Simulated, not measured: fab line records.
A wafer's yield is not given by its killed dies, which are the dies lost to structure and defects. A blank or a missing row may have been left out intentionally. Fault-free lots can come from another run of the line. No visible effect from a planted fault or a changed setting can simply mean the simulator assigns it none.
Chamber matching :: flow n5 finfet :: N5_BEOL_M3_ALD_84 on ald metal-04: 4 sister chambers
The step deposits TaN, pulse time 2 s, purge time 3 s, co reactant purge time 2 s. 8 wafers are shown with their chamber, then 7 later ones without.

WAFERS WITH THEIR CHAMBER
wafer: L079.1
chamber: 0
heater power w (W): 427

wafer: L088.2
chamber: 2
heater power w (W): 431

wafer: L088.3
chamber: 1
heater power w (W): 475

wafer: L090.1
chamber: 1
heater power w (W): 474

wafer: L090.3
chamber: 3
heater power w (W): 420

wafer: L090.4
chamber: 0
heater power w (W): 435

wafer: L092.4
chamber: 2
heater power w (W): 432

wafer: L092.5
chamber: 3
heater power w (W): 418

WAFERS WITH NO CHAMBER GIVEN
wafer: L092.6
heater power w (W): 441

wafer: L095.2
heater power w (W): 438

wafer: L095.3
heater power w (W): 477

wafer: L095.6
heater power w (W): 437

wafer: L096.3
heater power w (W): 406

wafer: L096.4
heater power w (W): 480

wafer: L096.5
heater power w (W): 441

WHICH CHAMBER EACH WENT THROUGH
wafer: L092.6
from the rows above: can't be placed: 2 or 0
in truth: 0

wafer: L095.2
from the rows above: can't be placed: 2 or 0
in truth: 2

wafer: L095.3
from the rows above: 1
in truth: 1

wafer: L095.6
from the rows above: can't be placed: 2 or 0
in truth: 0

wafer: L096.3
from the rows above: 3
in truth: 3

wafer: L096.4
from the rows above: 1
in truth: 1

wafer: L096.5
from the rows above: can't be placed: 2 or 0
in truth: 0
Correct placement for 3 of the 7. Unplaceable from these rows: 4, with the true chamber sitting among the candidates in 4. Wrongly placed: 0.
How it was worked out, from the rows above alone: a wafer's distance from a chamber is the root of the sum, over the readings, of the square of ((its reading less the chamber's mean) divided by the reading's scatter). The wafer belongs to the nearest chamber; if the next one is less than 2 further off, it can't be placed. A chamber's mean is the mean of its shown wafers. The scatter: the root of (the sum of the squares of (reading less its chamber's mean) over the shown wafers, divided by (wafers less chambers)).
